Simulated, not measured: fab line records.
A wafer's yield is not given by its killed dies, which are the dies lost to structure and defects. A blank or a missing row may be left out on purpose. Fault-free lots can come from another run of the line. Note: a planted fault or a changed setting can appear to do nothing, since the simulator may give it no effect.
Chamber matching | flow nand harc | 4 sister chambers for NHARC_A_STAIRCASE_DESCUM_291 on rie diel-12
The step chemistry O2, time 3 s. 16 wafers are shown with their chamber, then 8 later ones without.

## WAFERS WITH THEIR CHAMBER
wafer  | chamber | drypump motor current A (A) | oes product au (a.u.) | showerhead plenum p Torr (Torr)
L074.1 | 1       | 5.86                        | 0.996                 | 1.94
L074.2 | 0       | 5.71                        | 0.992                 | 1.93
L074.5 | 0       | 5.73                        | 0.986                 | 1.93
L075.4 | 1       | 5.86                        | 1.003                 | 1.94
L075.5 | 1       | 5.89                        | 1.000                 | 1.94
L075.6 | 2       | 5.66                        | 1.023                 | 1.97
L076.3 | 3       | 5.88                        | 0.998                 | 1.77
L076.4 | 2       | 5.64                        | 1.024                 | 1.97
L076.6 | 2       | 5.65                        | 1.016                 | 1.97
L085.1 | 0       | 5.70                        | 0.990                 | 1.92
L085.2 | 1       | 5.85                        | 0.983                 | 1.93
L085.4 | 1       | 5.84                        | 0.996                 | 1.93
L090.1 | 3       | 5.89                        | 0.984                 | 2.07
L090.2 | 0       | 5.69                        | 1.007                 | 1.92
L090.5 | 3       | 5.88                        | 0.988                 | 2.07
L092.1 | 3       | 5.87                        | 0.989                 | 2.07

SIGNATURES (means of the wafers above)
reading                  | chamber 0 | chamber 1 | chamber 2 | chamber 3 | scatter within a chamber
drypump motor current A  | 5.7075    | 5.8600    | 5.6500    | 5.8800    | 0.0149
oes product au           | 0.99375   | 0.99560   | 1.02100   | 0.98975   | 0.00724
showerhead plenum p Torr | 1.9250    | 1.9360    | 1.9700    | 1.9950    | 0.0751
Rule: distance of a wafer from a chamber = root of the sum over the readings of ((wafer's reading minus chamber's mean) / reading's scatter) squared. If the next closest chamber is less than 2 further off than the closest, the wafer can't be placed; otherwise it belongs to the closest. How the scatter is found: for the shown wafers, subtract from each reading the mean of its chamber, square and add these, divide the total by (wafers less chambers), then take the root.

## WAFERS WITHOUT THEIR CHAMBER
wafer  | drypump motor current A (A) | oes product au (a.u.) | showerhead plenum p Torr (Torr)
L092.2 | 5.86                        | 0.997                 | 1.92
L092.3 | 5.69                        | 0.991                 | 1.92
L094.3 | 5.70                        | 1.003                 | 1.91
L094.4 | 5.71                        | 0.995                 | 1.91
L094.5 | 5.66                        | 1.010                 | 1.95
L095.2 | 5.85                        | 0.995                 | 1.92
L095.4 | 5.66                        | 1.003                 | 1.95
L095.6 | 5.85                        | 0.995                 | 1.92

## EACH ONE'S CHAMBER
wafer  | from the rows above     | in truth
L092.2 | can't be placed: 1 or 3 | 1
L092.3 | 0                       | 0
L094.3 | 0                       | 0
L094.4 | 0                       | 0
L094.5 | 2                       | 2
L095.2 | can't be placed: 1 or 3 | 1
L095.4 | can't be placed: 2 or 0 | 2
L095.6 | can't be placed: 1 or 3 | 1
4 of 8 placed correctly. Can't be placed from these rows: 4 (the true chamber is among the candidates in 4). 0 placed wrongly.
